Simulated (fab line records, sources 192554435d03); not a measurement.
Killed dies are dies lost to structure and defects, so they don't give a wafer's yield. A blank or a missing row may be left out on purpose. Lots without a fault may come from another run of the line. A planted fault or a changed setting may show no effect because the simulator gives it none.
fab line records | flow n5_finfet | part 1 of 2: steps 1 to 17 of 27
record lots=5 wafers=15 last_day=15
route steps=1938 shown BEOL_M9@1437
lots that met no fault: from a run of the same line without faults
start_h: hours from the record's first day to the start of the lot's first wafer shown | wait_h: hours since the lot's step before | " the same as in the row above | L1.1+2: a row that stands for several wafers | - no value, or no start given | * or withheld: withheld | < > ~ a bound
route shown NAME@n: a module of which the file shows steps, and the number in the route of the first | usual: mean/standard deviation of fault-free wafers | same: alike in all rows | chamber/n: place in a boat | sites: the reading at each site | _std_site: their standard deviation | _edge_site: outer sites' mean less inner sites' | radius_mm: how far each site lies from the wafer's centre | mask NAME#n: copy n | behind: the tool/chamber that last shaped the wafer | hold: why the lot was held/for how many hours/how that ended | device: the transistor (n, p or np) that didn't switch | end of line: the same wafers' tests at the end of the route | a step without rows: its recipe alone | killed: dies lost to structure and defects at the first sort, not the wafer's yield | map: a wafer's dies, x killed, . not, _ none there
set.NAME: the setting as run; set.NAME@STEP: as run at that earlier step | model.NAME: the simulator's own value behind a step, which no gauge read
lots at some steps of the route; a table a step, a row a wafer
services: from which hour (start_h, from the record's first day; less than 0 if before it) a tool's chamber was out of use, for how many hours, and why
## steps
# step N5_BEOL_M9_DESCUM_33
# recipe chemistry=O2 time_s=7 source_power_w=50 bias_power_w=20 pressure_mtorr=20 rf_frequency_hz=2.712e+07 temp_c=40 resist=CAR-EUV o2_flow_sccm=225
# usual drypump_motor_current_A=6.1/0.45 oes_product_au=0.79/0.099 rf_vpp_V=242.7/1.9 showerhead_plenum_p_Torr=2.07/0.11 throttle_valve_pct=20.47/0.27
# columns lot.wafer tool chamber start_h wait_h drypump_motor_current_A oes_product_au rf_hours_counter_h rf_vpp_V showerhead_plenum_p_Torr throttle_valve_pct
L076.1 rie_diel-01 0 249.45 0.0 5.9 0.72 215 242.2 2.07 20.85
L076.2 " 3 " " 6.3 0.68 244 243.2 2.06 20.53
L076.5 " 1 " " 5.5 0.68 - 244.3 2.07 21.00
L075.1 rie_diel-06 0 249.73 0.1 6.0 0.96 10 244.2 2.06 20.10
L075.3 " 1 " " 6.0 0.78 133 240.3 1.93 20.28
L075.5 " 2 " " 5.6 0.72 - 244.3 2.17 20.56
L081.1 rie_diel-02 2 276.08 0.0 6.7 0.75 147 241.7 1.94 20.57
L081.2 " 1 " " 5.5 0.73 183 244.5 2.18 20.52
L081.4 " 0 " " 6.7 0.89 33 244.8 2.24 20.14
L080.3 rie_diel-06 1 280.78 0.0 6.0 0.77 142 240.1 1.93 20.31
L080.5 " 0 " " 6.0 0.93 - 243.4 2.06 20.09
L080.6 " 2 " " 5.6 0.71 - 242.7 2.16 20.54
L085.1 rie_diel-02 3 307.50 0.0 6.2 0.68 203 240.9 1.99 20.95
L085.3 " 2 " " 6.7 0.74 156 239.0 1.93 20.58
L085.6 " 3 " " 6.2 0.68 - 241.5 1.99 20.94
# step N5_BEOL_M9_ETCH_76
# recipe chemistry=N2/H2 target=underlayer target_depth_a=65 mask_material=CAR-EUV time_s=5.2 ion_energy_ev=200 pressure_mtorr=30 source_w=840 bias_w=150 n2_flow_sccm=200 h2_flow_sccm=200 ends=cleared
# usual drypump_motor_current_A=6.1/0.45 etch_rf_on_time_s=5.28/0.1 oes_product_au=0.67/0.083 rf_vpp_V=523/4.1 showerhead_plenum_p_Torr=2.51/0.13 throttle_valve_pct=17.9/0.32
# columns lot.wafer tool chamber start_h wait_h drypump_motor_current_A etch_rf_on_time_s oes_product_au rf_hours_counter_h rf_vpp_V showerhead_plenum_p_Torr throttle_valve_pct
L076.1 rie_diel-01 0 249.48 0.0 5.9 5.26 0.60 215 523 2.51 18.3
L076.2 " 3 " " 6.3 5.37 0.58 244 525 2.51 18.1
L076.5 " 1 " " 5.6 5.30 0.58 - 522 2.51 18.3
L075.1 rie_diel-06 0 249.76 0.0 6.0 5.14 0.81 10 521 2.49 17.4
L075.3 " 1 " " 6.0 5.22 0.67 133 519 2.35 17.7
L075.5 " 2 " " 5.6 5.41 0.61 - 527 2.63 18.0
L081.1 rie_diel-02 2 276.12 0.0 6.7 5.26 0.65 147 520 2.35 18.0
L081.2 " 1 " " 5.5 5.39 0.61 183 526 2.63 17.8
L081.4 " 0 " " 6.7 5.29 0.75 33 528 2.68 17.4
L080.3 rie_diel-06 1 280.81 0.0 6.0 5.26 0.65 142 519 2.34 17.7
L080.5 " 0 " " 6.0 5.18 0.80 - 523 2.49 17.4
L080.6 " 2 " " 5.6 5.47 0.59 - 526 2.63 18.0
L085.1 rie_diel-02 3 307.54 0.0 6.2 5.38 0.59 203 521 2.41 18.4
L085.3 " 2 " " 6.6 5.31 0.64 156 519 2.34 18.0
L085.6 " 3 " " 6.2 5.25 0.59 - 521 2.42 18.4
# step N5_BEOL_M9_ETCH_65
# recipe chemistry=CF4 target=SiARC target_depth_a=156 mask_material=CAR-EUV time_s=26 ion_energy_ev=80 pressure_mtorr=40 source_w=545 bias_w=36 Ar_flow_sccm=100 cf4_flow_sccm=100 ends=cleared
# usual cf4_flow_sccm=99.9/0.3 drypump_motor_current_A=6.1/0.45 etch_rf_on_time_s=26.4/0.52 oes_product_au=0.67/0.083 rf_vpp_V=183.8/1.6 showerhead_plenum_p_Torr=2.12/0.1 throttle_valve_pct=15.6/0.31
# columns lot.wafer tool chamber start_h wait_h cf4_flow_sccm drypump_motor_current_A etch_rf_on_time_s oes_product_au rf_hours_counter_h rf_vpp_V showerhead_plenum_p_Torr throttle_valve_pct
L076.1 rie_diel-01 0 249.50 0.0 99.6 5.9 26.3 0.61 215 182.8 2.13 16.1
L076.2 " 3 " " 100.1 6.3 26.6 0.58 244 181.3 2.11 15.8
L076.5 " 1 " " 100.4 5.6 26.5 0.58 - 182.8 2.11 16.2
L075.1 rie_diel-06 0 249.78 0.0 100.2 6.0 26.1 0.82 10 184.0 2.11 15.2
L075.3 " 1 " " 99.8 6.0 26.5 0.66 133 183.0 1.98 15.5
L075.5 " 2 " " 99.9 5.6 27.3 0.60 - 185.6 2.22 15.7
L081.1 rie_diel-02 2 276.13 0.0 100.1 6.6 26.4 0.65 147 182.4 1.98 15.7
L081.2 " 1 " " 99.5 5.6 26.7 0.62 183 184.2 2.21 15.6
L081.4 " 0 " " 99.9 6.8 26.0 0.76 33 187.1 2.26 15.1
L080.3 rie_diel-06 1 280.83 0.0 100.0 6.0 26.3 0.65 142 182.3 1.97 15.5
L080.5 " 0 " " 99.7 6.0 25.8 0.79 - 183.9 2.10 15.2
L080.6 " 2 " " 100.1 5.6 27.5 0.59 - 184.2 2.22 15.8
L085.1 rie_diel-02 3 307.56 0.0 100.3 6.2 26.7 0.59 203 183.6 2.04 16.1
L085.3 " 2 " " 100.3 6.6 26.5 0.64 156 180.8 1.98 15.7
L085.6 " 3 " " 100.0 6.2 26.7 0.59 - 181.8 2.04 16.1
# step N5_BEOL_M9_ETCH_66
# recipe chemistry=N2/H2 target=SOC target_depth_a=800 overetch_a=160 mask_material=SiARC temp_c=40 time_s=120 ion_energy_ev=200 pressure_mtorr=30 source_w=840 bias_w=150 n2_flow_sccm=200 h2_flow_sccm=200
# usual drypump_motor_current_A=6.1/0.45 oes_product_au=0.60/0.07 rf_vpp_V=523/3.8 showerhead_plenum_p_Torr=2.51/0.13 throttle_valve_pct=17.8/0.32
# columns lot.wafer tool chamber start_h wait_h drypump_motor_current_A oes_product_au rf_hours_counter_h rf_vpp_V showerhead_plenum_p_Torr throttle_valve_pct
L076.1 rie_diel-01 0 249.53 0.0 5.9 0.55 215 523 2.51 18.2
L076.2 " 3 " " 6.3 0.52 244 524 2.51 18.0
L076.5 " 1 " " 5.5 0.53 - 523 2.51 18.3
L075.1 rie_diel-06 0 249.81 0.0 6.0 0.73 10 522 2.49 17.3
L075.3 " 1 " " 6.0 0.60 133 519 2.35 17.7
L075.5 " 2 " " 5.6 0.55 - 526 2.63 17.9
L081.1 rie_diel-02 2 276.16 0.0 6.7 0.59 147 518 2.35 17.9
L081.2 " 1 " " 5.5 0.56 183 526 2.63 17.8
L081.4 " 0 " " 6.8 0.68 33 527 2.68 17.3
L080.3 rie_diel-06 1 280.86 0.0 6.0 0.59 142 518 2.34 17.7
L080.5 " 0 " " 6.0 0.71 - 522 2.49 17.3
L080.6 " 2 " " 5.6 0.55 - 524 2.63 17.9
L085.1 rie_diel-02 3 307.58 0.0 6.2 0.54 203 521 2.42 18.4
L085.3 " 2 " " 6.7 0.58 156 517 2.34 17.9
L085.6 " 3 " " 6.2 0.53 - 521 2.41 18.4
# step N5_BEOL_M9_STRIP_69
# recipe chemistry=N2/H2 temp_c=40 n2_flow_sccm=200 h2_flow_sccm=200 rf_frequency_hz=6e+07
# columns lot.wafer tool chamber start_h wait_h
L076.1+2+5 rie_diel-01 0,3,1 249.61 0.0
L075.1+3+5 rie_diel-06 0,1,2 249.89 0.0
L081.1+2+4 rie_diel-02 2,1,0 276.24 0.0
L080.3+5+6 rie_diel-06 1,0,2 280.94 0.0
L085.1+3+6 rie_diel-02 3,2,3 307.66 0.0
# step N5_BEOL_M9_STRIP_77
# recipe chemistry=N2/H2 temp_c=40 n2_flow_sccm=200 h2_flow_sccm=200 rf_frequency_hz=6e+07
# columns lot.wafer tool chamber start_h wait_h
L076.1+2+5 rie_diel-01 0,3,1 249.62 0.0
L075.1+3+5 rie_diel-06 0,1,2 249.90 0.0
L081.1+2+4 rie_diel-02 2,1,0 276.25 0.0
L080.3+5+6 rie_diel-06 1,0,2 280.95 0.0
L085.1+3+6 rie_diel-02 3,2,3 307.67 0.0
# step N5_BEOL_M9_VIA_ETCH_34
# recipe chemistry=C4F6/O2 target=SiCOH_lowk target_depth_a=1824 mask_material=SOC taper_deg=4 time_s=68.4 ion_energy_ev=250 pressure_mtorr=30 source_w=345 bias_w=185 Ar_flow_sccm=300 C4F6_flow_sccm=10 O2_flow_sccm=10
# usual drypump_motor_current_A=6.1/0.45 oes_o_777_au=0.78/0.099 oes_product_au=0.78/0.096 rf_vpp_V=668/7.5 showerhead_plenum_p_Torr=2.81/0.14 throttle_valve_pct=20.89/0.27
# columns lot.wafer tool chamber start_h wait_h drypump_motor_current_A oes_o_777_au oes_product_au rf_hours_counter_h rf_vpp_V showerhead_plenum_p_Torr throttle_valve_pct
L076.1 rie_diel-01 0 249.63 0.0 5.9 0.72 0.72 216 672 2.80 21.21
L076.2 " 3 " " 6.2 0.69 0.68 244 652 2.81 21.02
L076.5 " 1 " " 5.5 0.69 0.69 - 671 2.80 21.46
L075.1 rie_diel-06 0 249.91 0.0 6.0 0.94 0.95 10 667 2.79 20.51
L075.3 " 1 " " 6.0 0.75 0.77 133 680 2.64 20.79
L075.5 " 2 " " 5.6 0.69 0.71 - 676 2.93 20.95
L081.1 rie_diel-02 2 276.26 0.0 6.6 0.78 0.76 147 660 2.65 21.04
L081.2 " 1 " " 5.5 0.73 0.73 183 675 2.95 20.94
L081.4 " 0 " " 6.7 0.90 0.89 33 663 3.02 20.53
L080.3 rie_diel-06 1 280.96 0.0 6.0 0.75 0.77 142 680 2.64 20.80
L080.5 " 0 " " 6.0 0.92 0.94 - 666 2.79 20.52
L080.6 " 2 " " 5.6 0.68 0.70 - 675 2.93 20.99
L085.1 rie_diel-02 3 307.68 0.0 6.2 0.70 0.68 203 661 2.71 21.35
L085.3 " 2 " " 6.6 0.77 0.74 156 659 2.64 21.05
L085.6 " 3 " " 6.2 0.70 0.69 - 660 2.71 21.35
# step N5_BEOL_M9_STRIP_73
# recipe chemistry=C4F6/O2 resist=SiARC rf_frequency_hz=6e+07
# columns lot.wafer tool chamber start_h wait_h
L076.1+2+5 rie_diel-01 0,3,1 249.68 0.0
L075.1+3+5 rie_diel-06 0,1,2 249.96 0.0
L081.1+2+4 rie_diel-02 2,1,0 276.31 0.0
L080.3+5+6 rie_diel-06 1,0,2 281.01 0.0
L085.1+3+6 rie_diel-02 3,2,3 307.74 0.0
# step N5_BEOL_M9_STRIP_36
# recipe chemistry=N2/H2 power_w=450 temp_c=40 pressure_mtorr=20 rf_frequency_hz=6e+07 overash_fraction=0.3 bias_power_w=7 h2_frac=0.5 n2_flow_sccm=200 h2_flow_sccm=200
# usual drypump_motor_current_A=6.1/0.45 oes_product_au=0.79/0.099 rf_vpp_V=59.2/1.4 showerhead_plenum_p_Torr=2.51/0.13 throttle_valve_pct=23.7/0.36
# same overash_fraction=0.3
# columns lot.wafer tool chamber start_h wait_h drypump_motor_current_A oes_product_au rf_hours_counter_h rf_vpp_V showerhead_plenum_p_Torr throttle_valve_pct
L076.1 rie_diel-01 0 249.69 0.0 5.9 0.72 216 61.2 2.51 24.1
L076.2 " 3 " " 6.3 0.68 244 58.8 2.50 23.9
L076.5 " 1 " " 5.6 0.69 - 57.9 2.51 24.0
L075.1 rie_diel-06 0 249.97 0.0 6.0 0.95 10 58.5 2.49 23.0
L075.3 " 1 " " 6.0 0.78 133 61.4 2.34 23.4
L075.5 " 2 " " 5.6 0.72 - 60.1 2.63 23.8
L081.1 rie_diel-02 2 276.32 0.0 6.6 0.76 147 58.7 2.34 23.8
L081.2 " 1 " " 5.6 0.74 183 59.6 2.62 23.6
L081.4 " 0 " " 6.8 0.91 33 61.2 2.68 23.3
L080.3 rie_diel-06 1 281.02 0.0 6.0 0.76 142 58.0 2.34 23.4
L080.5 " 0 " " 6.0 0.94 - 57.8 2.49 23.1
L080.6 " 2 " " 5.6 0.70 - 59.8 2.62 23.8
L085.1 rie_diel-02 3 307.75 0.0 6.2 0.68 203 58.8 2.41 24.3
L085.3 " 2 " " 6.6 0.74 156 59.1 2.34 23.8
L085.6 " 3 " " 6.2 0.68 - 57.4 2.41 24.3
# step N5_BEOL_M9_TRENCH_ETCH_37
# recipe chemistry=C4F6/O2 target_depth_a=1514.3 target=SiCOH_lowk time_s=49 ion_energy_ev=250 pressure_mtorr=30 source_w=345 bias_w=185 Ar_flow_sccm=300 C4F6_flow_sccm=10 O2_flow_sccm=10
# usual drypump_motor_current_A=6.1/0.45 oes_o_777_au=0.78/0.098 oes_product_au=0.78/0.096 rf_vpp_V=668/7.5 showerhead_plenum_p_Torr=2.81/0.14 throttle_valve_pct=20.91/0.26
# columns lot.wafer tool chamber start_h wait_h drypump_motor_current_A oes_o_777_au oes_product_au rf_hours_counter_h rf_vpp_V showerhead_plenum_p_Torr throttle_valve_pct
L076.1 rie_diel-01 0 - - 5.9 0.72 0.72 216 672 2.80 21.24
L076.2 " 3 " " 6.3 0.69 0.68 244 655 2.81 21.03
L076.5 " 1 " " 5.5 0.69 0.70 - 673 2.80 21.46
L075.1 rie_diel-06 0 - - 6.0 0.94 0.96 10 667 2.79 20.54
L075.3 " 1 " " 6.0 0.75 0.77 133 680 2.64 20.81
L075.5 " 2 " " 5.6 0.69 0.71 - 676 2.93 20.98
L081.1 rie_diel-02 2 - - 6.7 0.77 0.76 147 659 2.65 21.07
L081.2 " 1 " " 5.6 0.73 0.72 183 674 2.95 20.94
L081.4 " 0 " " 6.8 0.90 0.89 33 663 3.02 20.54
L080.3 rie_diel-06 1 - - 6.0 0.75 0.77 142 679 2.64 20.83
L080.5 " 0 " " 6.0 0.92 0.92 - 665 2.79 20.52
L080.6 " 2 " " 5.6 0.68 0.70 - 675 2.93 21.01
L085.1 rie_diel-02 3 - - 6.2 0.70 0.68 203 661 2.71 21.38
L085.3 " 2 " " 6.6 0.76 0.74 156 660 2.64 21.06
L085.6 " 3 " " 6.2 0.70 0.68 - 660 2.71 21.38
# step N5_BEOL_M9_ETCH_41
# recipe chemistry=CH3F/O2 target=SiCN target_depth_a=366 taper_deg=2 time_s=70.1 ion_energy_ev=120 mask_material=TiN pressure_mtorr=30 source_w=395 bias_w=75 Ar_flow_sccm=150 CH3F_flow_sccm=30 O2_flow_sccm=20
# usual drypump_motor_current_A=6.1/0.45 oes_product_au=0.78/0.098 rf_vpp_V=296.9/2.2 showerhead_plenum_p_Torr=1.98/0.1 throttle_valve_pct=16.31/0.28
# columns lot.wafer tool chamber start_h wait_h drypump_motor_current_A oes_product_au rf_hours_counter_h rf_vpp_V showerhead_plenum_p_Torr throttle_valve_pct
L076.1 rie_diel-01 0 - - 5.9 0.71 216 296.2 1.97 16.68
L076.2 " 3 " " 6.3 0.68 244 296.5 1.97 16.47
L076.5 " 1 " " 5.6 0.68 - 296.4 1.97 16.91
L075.1 rie_diel-06 0 - - 6.0 0.95 10 297.5 1.96 15.91
L075.3 " 1 " " 6.0 0.78 133 294.9 1.85 16.23
L075.5 " 2 " " 5.6 0.72 - 297.0 2.07 16.43
L081.1 rie_diel-02 2 - - 6.7 0.77 148 294.5 1.85 16.44
L081.2 " 1 " " 5.5 0.73 183 298.3 2.08 16.38
L081.4 " 0 " " 6.8 0.89 33 300.0 2.13 15.90
L080.3 rie_diel-06 1 - - 6.0 0.77 142 294.1 1.84 16.22
L080.5 " 0 " " 6.0 0.92 - 296.4 1.96 15.92
L080.6 " 2 " " 5.6 0.70 - 299.2 2.06 16.43
L085.1 rie_diel-02 3 - - 6.2 0.68 203 296.2 1.90 16.77
L085.3 " 2 " " 6.6 0.76 156 294.5 1.85 16.46
L085.6 " 3 " " 6.2 0.69 - 295.0 1.90 16.77
# step N5_BEOL_M9_STRIP_80
# recipe chemistry=N2/H2 time_s=10 power_w=450 temp_c=40 pressure_mtorr=20 rf_frequency_hz=6e+07 bias_power_w=7 n2_flow_sccm=200 h2_flow_sccm=200
# usual drypump_motor_current_A=6.1/0.45 oes_product_au=0.79/0.099 rf_vpp_V=59.1/0.96 showerhead_plenum_p_Torr=2.51/0.13 throttle_valve_pct=23.7/0.35
# columns lot.wafer tool chamber start_h wait_h drypump_motor_current_A oes_product_au rf_hours_counter_h rf_vpp_V showerhead_plenum_p_Torr throttle_valve_pct
L076.1 rie_diel-01 0 - - 5.9 0.72 216 59.2 2.51 24.1
L076.2 " 3 " " 6.3 0.68 244 60.5 2.50 23.9
L076.5 " 1 " " 5.6 0.69 - 58.6 2.51 24.0
L075.1 rie_diel-06 0 - - 6.0 0.95 10 58.6 2.49 23.1
L075.3 " 1 " " 6.0 0.78 133 56.6 2.34 23.4
L075.5 " 2 " " 5.6 0.72 - 58.7 2.63 23.8
L081.1 rie_diel-02 2 - - 6.6 0.76 148 58.5 2.34 23.8
L081.2 " 1 " " 5.5 0.74 184 60.2 2.62 23.6
L081.4 " 0 " " 6.7 0.90 33 59.5 2.68 23.3
L080.3 rie_diel-06 1 - - 6.0 0.77 142 57.4 2.34 23.4
L080.5 " 0 " " 6.0 0.93 - 58.7 2.49 23.1
L080.6 " 2 " " 5.6 0.70 - 58.7 2.62 23.8
L085.1 rie_diel-02 3 - - 6.2 0.68 203 60.3 2.41 24.3
L085.3 " 2 " " 6.6 0.75 156 59.3 2.34 23.8
L085.6 " 3 " " 6.2 0.68 - 58.8 2.41 24.3
# step N5_BEOL_M9_OCD_MEAS_38
# usual trench_depth_nm=149.2/2.4
# columns lot.wafer tool chamber start_h wait_h trench_depth_nm
L076.1 ocd-02 - 249.90 - 150.3
L076.2 " - " " 148.8
L076.5 " - " " 151.4
L075.1 ocd-01 - 250.18 - 154.9
L075.3 " - " " 152.1
L075.5 " - " " 148.1
L081.1 ocd-01 - 276.54 - 148.0
L081.2 " - " " 146.5
L081.4 " - " " 151.6
L080.3 ocd-01 - 281.23 - 150.5
L080.5 " - " " 150.7
L080.6 " - " " 145.2
L085.1 ocd-01 - 307.96 - 145.4
L085.3 " - " " 147.8
L085.6 " - " " 144.4
# step N5_BEOL_M9_HM_STRIP_39
# recipe chemistry=peroxide_tin_strip material=TiN target_depth_a=250 temp_c=50 time_s=158
# usual bath_guard_temp_C=50.1/0.52
# columns lot.wafer tool chamber start_h wait_h bath_guard_temp_C
L076.1 wet_bench-03 5 249.94 0.0 49.9
L076.2 " 2 " " 50.1
L076.5 " 4 " " 50.4
L075.1 wet_bench-01 1 250.22 0.0 50.5
L075.3 " 0 " " 50.7
L075.5 " 3 " " 50.2
L081.1 wet_bench-05 2 276.57 0.0 50.4
L081.2 " 3 " " 49.4
L081.4 " 0 " " 51.3
L080.3 wet_bench-01 0 281.26 0.0 50.7
L080.5 " 1 " " 50.2
L080.6 " 4 " " 50.0
L085.1 wet_bench-03 5 307.99 0.0 49.8
L085.3 " 6 " " 49.8
L085.6 " 1 " " 50.3
# step N5_BEOL_M9_SRD_40
# recipe time_s=30 temp_c=23 rinse_liquid=diw dry=ipa_marangoni
# columns lot.wafer tool chamber start_h wait_h
L076.1+2+5 wet_bench-03 5,2,4 249.98 0.0
L075.1+3+5 wet_bench-01 1,0,3 250.26 0.0
L081.1+2+4 wet_bench-05 2,3,0 276.62 0.0
L080.3+5+6 wet_bench-01 0,1,4 281.31 0.0
L085.1+3+6 wet_bench-03 5,6,1 308.04 0.0
# step N5_BEOL_M9_PRECLEAN_42
# recipe chemistry=residue_remover time_s=60 temp_c=40
# usual bath_guard_temp_C=40.0/0.51
# columns lot.wafer tool chamber start_h wait_h bath_guard_temp_C
L076.1 wet_bench-03 5 250.00 0.0 39.7
L076.2 " 2 " " 40.1
L076.5 " 4 " " 40.4
L075.1 wet_bench-01 1 250.28 0.0 40.1
L075.3 " 0 " " 40.4
L075.5 " 3 " " 40.4
L081.1 wet_bench-05 2 276.63 0.0 40.3
L081.2 " 3 " " 39.4
L081.4 " 0 " " 41.1
L080.3 wet_bench-01 0 281.33 0.0 40.3
L080.5 " 1 " " 40.2
L080.6 " 4 " " 39.7
L085.1 wet_bench-03 5 308.06 0.0 39.8
L085.3 " 6 " " 40.2
L085.6 " 1 " " 40.2
# step N5_BEOL_M9_SRD_43
# recipe time_s=30 temp_c=23 rinse_liquid=diw dry=ipa_marangoni
# columns lot.wafer tool chamber start_h wait_h
L076.1+2+5 wet_bench-03 5,2,4 250.02 0.0
L075.1+3+5 wet_bench-01 1,0,3 250.30 0.0
L081.1+2+4 wet_bench-05 2,3,0 276.65 0.0
L080.3+5+6 wet_bench-01 0,1,4 281.34 0.0
L085.1+3+6 wet_bench-03 5,6,1 308.07 0.0
